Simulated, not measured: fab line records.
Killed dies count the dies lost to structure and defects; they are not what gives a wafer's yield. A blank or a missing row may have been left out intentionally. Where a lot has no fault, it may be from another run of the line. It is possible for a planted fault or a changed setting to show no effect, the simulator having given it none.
A lot that was struck, set against a sound lot | flow n5 finfet | 15 out of 1938 route steps
Sound: the wafers L107.3, L107.4, L107.5. The struck wafers were L115.1, L115.4, L115.5. At the end, the cause is stated.
At each step with rows: each side's tool, then ch and its chambers, then its first start. Under that, the readings that differ: sound wafers | struck wafers | difference of the means | sigmas: that difference in standard deviations of wafers without a fault.
alike: a reading whose means differ by less than 2 such deviations, as well as words and numbers matching on both sides. not compared: withheld readings; readings where some wafer has no value; bounds like >300 that might hide an equal value; numbers whose values overlap and for which the record gives no deviation.
The two part at a step that has a row with sigmas, a row that says differs or no value, or rows on one side only. Non-overlapping numbers with no deviation appear without sigmas and do not part them. A reading missing from all wafers of one side parts the sides only when that side holds two or more wafers.

N5_GATE_CUT_VAPOR_ETCH_60: etches HfO2 in BCl3/Cl2.
  sound on rie metal-03 ch 1, day 6 03:42; struck on rie metal-02 ch 0,1, day 8 02:05
  reading               | sound          | struck         | difference | sigmas
  oes product au (a.u.) | 0.60 0.60 0.60 | 0.79 0.92 0.92 | +0.28      | +2
  alike: drypump motor current A
N5_GATE_CUT_ETCH_58: etches SiNx in CH3F/O2, target depth 17 nm, time 128.6 s.
  sound on rie diel-02 ch 2,3, day 6 03:54; struck on rie diel-02 ch 0,3, day 8 02:10
  alike: drypump motor current A, oes product au, rf vpp V, showerhead plenum p Torr, throttle valve pct
  not compared: rf hours counter h
then, 3 steps without rows for these wafers: N5_GATE_CUT_STRIP_59 (strips in N2/H2, time 20 s); N5_GATE_CUT_PRECLEAN_31 (cleans in DIW, time 300 s); N5_GATE_CUT_SRD_32 (time 30 s).
N5_GATE_CUT_SAC_CAP_01: material SiNx, target thk 24 nm, pulse time 1 s, ald cycles 480.
  sound on ald sin-01 ch 1,2,3, day 6 04:13; struck on ald sin-01 ch 1,3, day 8 02:30
  alike: heater power outer w, heater power w, precursor pulse height rel, susceptor temp C
  not compared: since wet clean h
N5_GATE_CUT_PECVD_57: deposits SiNx from SiH4/NH3/N2, target thk 21 nm.
  sound on pecvd-04 ch 1,2, day 6 06:26; struck on pecvd-04 ch 1,2, day 8 04:42
  alike: heater power outer w, heater power w, showerhead plenum p Torr, susceptor temp C, throttle valve pct
  not compared: since wet clean h
N5_GATE_CUT_CMP_02: polishes, stops on SiO2, t overpolish 12.7 s, target thk 0 nm.
  sound on cmp-04 ch 0,1,2, day 6 06:33; struck on cmp-01 ch 0,1, day 8 04:46
  alike: edge zone pressure frac, motor current A, overpolish run s, time to endpoint s
then, 3 steps without rows for these wafers: N5_GATE_CUT_HM_DEP_46 (deposits SiO2 from TEOS/O2, target thk 130 nm, time 26.6 s); N5_GATE_CUT_COAT_34 (time 60 s, resist thk 60 nm); N5_GATE_CUT_COAT_35 (time 60 s, resist thk 10 nm).
N5_GATE_CUT_COAT_27: time 60 s, resist thk 10 nm.
  sound on litho track-01 ch 0, day 6 06:55; struck on litho track-01 ch 0, day 8 05:10
  reading                  | sound                | struck               | difference | sigmas
  heater power total W (W) | 391.7 391.9 391.8    | 387.1 388.0 385.8    | -4.8       | -4
  plate temp C (C)         | 205.03 205.15 204.85 | 202.71 202.37 202.37 | -2.53      | -16
then, 1 step without rows for these wafers: N5_GATE_CUT_COAT_07 (resist thk 30 nm).
-- the record jumps here: 4 days lie between the struck wafers' starts before and after (it left off in module GATE_CUT and takes up again in module BEOL_M4, whose first step shown is number 1111 of the route) --
N5_BEOL_M4_RC_MEAS_101:
  sound on prober-01 ch 0, day 9 17:41; struck on prober-01 ch 0, day 11 20:12
  alike: DIBL_N, DIBL_P, IOFF_N, IOFF_P, ION_N, ION_P, SS_N, SS_P, VT_N, VT_P
-- record jumps: 5 days separate the struck wafers' starts on either side; left off in module BEOL_M4, taken up again in module PASSIVATION, whose first shown step is the route's number 1936 --
N5_PASSIVATION_PROBE_49:
  struck on prober-01, day 16 21:01; sound on prober-01, day 14 08:02
  alike: defect limited yield, killed_at_M0_to_M3, killed_at_M4_up, killed at contacts, killed at front end, killed at other, killed dies, killed open, killed short, sort_bin_5_function, sort_bin_6_memory, sort n pass, sort yield pct

WHERE THEY PART
Earliest at N5_GATE_CUT_VAPOR_ETCH_60; latest, in this record, at N5_GATE_CUT_COAT_27. Later steps at which nothing parts them and some readings are alike: N5_BEOL_M4_RC_MEAS_101, N5_PASSIVATION_PROBE_49.

WHY: whatever the simulator had introduced
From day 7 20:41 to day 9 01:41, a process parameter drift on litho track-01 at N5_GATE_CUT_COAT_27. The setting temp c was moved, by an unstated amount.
